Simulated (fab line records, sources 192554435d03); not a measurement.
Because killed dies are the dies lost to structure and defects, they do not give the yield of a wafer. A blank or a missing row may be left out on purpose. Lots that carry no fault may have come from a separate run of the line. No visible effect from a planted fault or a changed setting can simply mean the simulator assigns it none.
Chamber matching    flow n5Finfet    rieDiel-02 running N5_BEOL_M0_SAQP_ETCH_106: 4 sister chambers
The step etches SOC in N2/H2, stops on SiNx, target depth 150 nm. 18 wafers are shown with their chamber, then 9 later ones without.

WAFERS, EACH WITH ITS CHAMBER
wafer   chamber  drypumpMotorCurrentA (A)  throttleValvePct (%)  showerheadPlenumPTorr (Torr)
L074.1  2        5.2                       17.96                 2.55
L074.2  0        5.9                       17.12                 2.70
L074.3  3        5.8                       17.66                 2.64
L075.1  2        5.2                       17.97                 2.55
L075.2  0        5.9                       17.13                 2.70
L075.4  1        5.4                       17.51                 2.60
L080.2  2        5.2                       18.00                 2.54
L080.5  2        5.1                       17.98                 2.54
L080.6  3        5.8                       17.67                 2.63
L081.1  0        5.9                       17.13                 2.70
L081.2  3        5.8                       17.68                 2.63
L081.6  1        5.4                       17.53                 2.59
L083.1  2        5.2                       17.99                 2.54
L083.3  3        5.8                       17.68                 2.63
L083.5  0        5.9                       17.16                 2.70
L084.1  0        5.9                       17.16                 2.70
L084.3  2        5.2                       17.99                 2.54
L084.6  3        5.8                       17.70                 2.63

SIGNATURES, as means of the wafers listed above
reading                chamber 0  chamber 1  chamber 2  chamber 3  scatter within a chamber
drypumpMotorCurrentA   5.900      5.400      5.183      5.800      0.0244
throttleValvePct       17.1400    17.5200    17.9817    17.6780    0.016
showerheadPlenumPTorr  2.7000     2.5950     2.5433     2.6320     0.00434
Rule: a wafer's distance from a chamber is the root of the sum, over the readings, of the square of ((its reading less the chamber's mean) divided by the reading's scatter). The wafer belongs to the nearest chamber; if the next one is less than 2 further off, it can't be placed. The scatter: the root of (the sum of the squares of (reading less its chamber's mean) over the shown wafers, divided by (wafers less chambers)).

WAFERS WITH NO CHAMBER GIVEN
wafer   drypumpMotorCurrentA (A)  throttleValvePct (%)  showerheadPlenumPTorr (Torr)
L086.2  5.4                       17.55                 2.59
L086.5  5.2                       18.00                 2.54
L086.6  5.8                       17.71                 2.63
L089.1  5.2                       18.02                 2.54
L089.3  5.9                       17.18                 2.69
L089.6  5.8                       17.70                 2.63
L090.1  5.2                       18.02                 2.54
L090.3  5.9                       17.16                 2.69
L090.5  5.4                       17.54                 2.58

THE CHAMBER EACH PASSED THROUGH
wafer   from the rows above  in truth
L086.2  1                    1
L086.5  2                    2
L086.6  3                    3
L089.1  2                    2
L089.3  0                    0
L089.6  3                    3
L090.1  2                    2
L090.3  0                    0
L090.5  1                    1
Placed correctly: 9 of 9. Left unplaced by these rows: 0. Wrongly placed: 0.
